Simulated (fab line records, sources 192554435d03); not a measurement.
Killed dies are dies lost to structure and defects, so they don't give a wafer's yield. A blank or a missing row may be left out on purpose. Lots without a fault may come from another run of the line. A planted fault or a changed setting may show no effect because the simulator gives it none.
Split-lot experiment | flow n5_finfet | 7 lots, 21 wafers read, on a route of 1938 steps

THE SPLIT
At N5_BEOL_M13_ETCH_59 (etches BARC in N2/H2, target depth 89 nm, overetch 26.7 nm, time 67.9 s), the setting time_s was moved away from the recipe's 67.9 s on 6 of the 21 wafers read, by -21.8% to +15.1%. The other wafers ran this setting at the recipe's value.

The file shows no step between the split and the reading.

THE READING
coat_of_BEOL_M13_COAT_04.thk_nm (the simulator's own value, which no gauge read), in nm, at N5_BEOL_M13_VIA_ETCH_16 (etches SiOC in C4F8/O2/Ar, target depth 921.7 nm). The file gives no usual value for it. The 15 wafers here that ran the recipe average 68.5 nm, standard deviation 3.8 nm.

wafer  | tool, chamber at the split | time_s as run, s | against the recipe | coat_of_BEOL_M13_COAT_04.thk_nm, nm | against lot-mates on the recipe
L076.1 | rie_diel-06, 1,2           | 67.9             | recipe             | 71.6                                | -
L076.2 | rie_diel-06, 1,2           | 67.9             | recipe             | 70.8                                | -
L076.6 | rie_diel-06, 1             | 67.9             | recipe             | 67.6                                | -
L081.2 | rie_diel-06, 2             | 67.9             | recipe             | 66.8                                | -
L081.5 | rie_diel-06, 2             | 53.07            | -21.8%             | 79.8                                | +14.2
L081.6 | rie_diel-06, 3             | 67.9             | recipe             | 64.4                                | -
L086.3 | rie_diel-01, 2             | 67.9             | recipe             | 71.8                                | -
L086.4 | rie_diel-01, 0             | 78.16            | +15.1%             | 64.6                                | -8.0
L086.5 | rie_diel-01, 2             | 67.9             | recipe             | 73.4                                | -
L089.2 | rie_diel-04, 1             | 67.9             | recipe             | 68                                  | -
L089.3 | rie_diel-04, 0             | 67.9             | recipe             | 67                                  | -
L089.4 | rie_diel-04, 3             | 67.9             | recipe             | 67.8                                | -
L091.3 | rie_diel-04, 3             | 67.9             | recipe             | 64.4                                | -
L091.4 | rie_diel-04, 0             | 67.9             | recipe             | 62                                  | -
L091.5 | rie_diel-04, 1             | 67.9             | recipe             | 64.2                                | -
L095.2 | rie_diel-04, 2             | 55.46            | -18.3%             | 86                                  | no lot-mate on the recipe
L095.4 | rie_diel-04, 1             | 55.46            | -18.3%             | 78.8                                | no lot-mate on the recipe
L095.6 | rie_diel-04, 3             | 55.46            | -18.3%             | 84.2                                | no lot-mate on the recipe
L097.1 | rie_diel-01, 1             | 59.75            | -12.0%             | 81.4                                | +7.7
L097.3 | rie_diel-01, 0             | 67.9             | recipe             | 76.6                                | -
L097.6 | rie_diel-01, 3             | 67.9             | recipe             | 70.8                                | -
Where a row lists several chambers, the file gives one row for several wafers and doesn't say which wafer went through which chamber.

THE FIT
A straight line over all 21 wafers: coat_of_BEOL_M13_COAT_04.thk_nm changes by -0.648 nm for each +1% of time_s; r = -0.82; the points scatter about the line by 4.2 nm.
The same after taking each lot's own level away (the mean of its wafers on the recipe; 18 wafers): -0.613 nm for each +1%; r = -0.95; scatter 1.5 nm.
On that fit, the largest move of time_s shifts the reading by 13 nm.
The lots' own levels span 63.53 to 73.70 nm, that is 2.6 times the standard deviation above.
So the lot-to-lot level changes the slope little: the two slopes agree.
Check: with one of the wafers moved furthest among these (-21.8%) left out of the fit, the line predicts +12.6 nm for it against its lot-mates. It came out at +14.2 nm against them.

OTHER SPLITS ON THESE WAFERS
These wafers also went through other splits before the reading. Each is held against what the fit with the lots' levels taken away leaves over:
other split on the same wafers | wafers away from the commonest value | r with coat_of_BEOL_M13_COAT_04.thk_nm (lot level and that fit taken away)
N5_BEOL_M10_ILD_DEP_00 time_s  | 9                                    | -0.35
N5_BEOL_M10_PECVD_70 time_s    | 8                                    | -0.20
N5_BEOL_M11_ETCH_41 time_s     | 5                                    | -0.07
N5_BEOL_M12_COAT_04 spin_rpm   | 3                                    | +0.10

THE WHOLE CHAIN: every reading that the file lists as answering this split, in the file's order
step                    | what it does                                                            | reading                                                                          | change (the file's fit)               | r (the file's)
N5_BEOL_M13_ETCH_59     | etches BARC in N2/H2, target depth 89 nm, overetch 26.7 nm, time 67.9 s | coat_of_BEOL_M13_COAT_04.thk_nm (the simulator's own value, which no gauge read) | -0.678 nm for each +1% of the setting | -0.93
N5_BEOL_M13_VIA_ETCH_16 | etches SiOC in C4F8/O2/Ar, target depth 921.7 nm                        | coat_of_BEOL_M13_COAT_04.thk_nm (the simulator's own value, which no gauge read) | -0.616 nm for each +1% of the setting | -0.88
N5_BEOL_M13_STRIP_63    | strips in N2/H2                                                         | strip_time_to_endpoint_s                                                         | withheld for each +1% of the setting  | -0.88

THE FILE'S OWN FIT
coat_of_BEOL_M13_COAT_04.thk_nm changes by -0.616 nm for each +1% of time_s, r = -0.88.
